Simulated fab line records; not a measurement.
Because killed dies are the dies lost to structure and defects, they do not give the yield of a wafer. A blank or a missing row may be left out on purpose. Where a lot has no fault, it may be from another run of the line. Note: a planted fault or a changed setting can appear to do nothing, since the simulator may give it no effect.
Chamber matching :: flow nand harc :: rie si-04 running NHARC_A_ZERO_WELL_ETCH_13: 4 sister chambers
The step etches the open film in HBr/Cl2, target depth 120 nm, time 40.1 s. 8 wafers are shown with their chamber, then 11 later ones without.

## WAFERS, EACH WITH ITS CHAMBER
wafer: L081.2
chamber: 2
oes product au (a.u.): 1.011
throttle valve pct (%): 26.401

wafer: L081.5
chamber: 0
oes product au (a.u.): 1.007
throttle valve pct (%): 26.401

wafer: L085.2
chamber: 2
oes product au (a.u.): 1.001
throttle valve pct (%): 26.417

wafer: L085.3
chamber: 3
oes product au (a.u.): 0.989
throttle valve pct (%): 26.396

wafer: L086.1
chamber: 1
oes product au (a.u.): 1.007
throttle valve pct (%): 26.395

wafer: L086.3
chamber: 3
oes product au (a.u.): 0.993
throttle valve pct (%): 26.398

wafer: L086.4
chamber: 0
oes product au (a.u.): 0.991
throttle valve pct (%): 26.406

wafer: L088.1
chamber: 1
oes product au (a.u.): 1.014
throttle valve pct (%): 26.407

## WAFERS WITHOUT THEIR CHAMBER
wafer: L088.4
oes product au (a.u.): 0.992
throttle valve pct (%): 26.406

wafer: L088.5
oes product au (a.u.): 1.010
throttle valve pct (%): 26.411

wafer: L091.2
oes product au (a.u.): 1.002
throttle valve pct (%): 26.390

wafer: L091.4
oes product au (a.u.): 0.995
throttle valve pct (%): 26.404

wafer: L091.5
oes product au (a.u.): 0.999
throttle valve pct (%): 26.401

wafer: L094.2
oes product au (a.u.): 0.996
throttle valve pct (%): 26.396

wafer: L094.5
oes product au (a.u.): 0.997
throttle valve pct (%): 26.412

wafer: L094.6
oes product au (a.u.): 0.988
throttle valve pct (%): 26.394

wafer: L095.2
oes product au (a.u.): 1.006
throttle valve pct (%): 26.375

wafer: L095.4
oes product au (a.u.): 0.995
throttle valve pct (%): 26.397

wafer: L095.5
oes product au (a.u.): 0.997
throttle valve pct (%): 26.417

## WHICH CHAMBER EACH ONE RAN IN
wafer: L088.4
from the rows above: can't be placed: 0 or 3 or 2 or 1
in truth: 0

wafer: L088.5
from the rows above: can't be placed: 2 or 1 or 0
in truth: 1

wafer: L091.2
from the rows above: can't be placed: 3 or 0 or 1 or 2
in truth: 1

wafer: L091.4
from the rows above: can't be placed: 0 or 3 or 2 or 1
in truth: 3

wafer: L091.5
from the rows above: can't be placed: 0 or 3 or 2 or 1
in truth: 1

wafer: L094.2
from the rows above: can't be placed: 3 or 0 or 1 or 2
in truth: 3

wafer: L094.5
from the rows above: can't be placed: 0 or 2 or 3 or 1
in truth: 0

wafer: L094.6
from the rows above: can't be placed: 3 or 0
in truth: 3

wafer: L095.2
from the rows above: can't be placed: 1 or 3 or 0 or 2
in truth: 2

wafer: L095.4
from the rows above: can't be placed: 3 or 0 or 1 or 2
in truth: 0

wafer: L095.5
from the rows above: can't be placed: 2 or 0 or 3 or 1
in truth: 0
0 of 11 placed correctly. Not placeable from these rows: 11 (in 11, the candidates include the true chamber). 0 placed wrongly.
How it was worked out, from the rows above alone: a wafer's distance from a chamber is the root of the sum, over the readings, of the square of ((its reading less the chamber's mean) divided by the reading's scatter). If the next closest chamber is less than 2 further off than the closest, the wafer can't be placed; otherwise it belongs to the closest. For every chamber, the mean is computed from those of its wafers that are shown. The scatter: take each reading less its chamber's mean, square it, sum over the shown wafers, divide by the number of wafers less the number of chambers, and take the root.
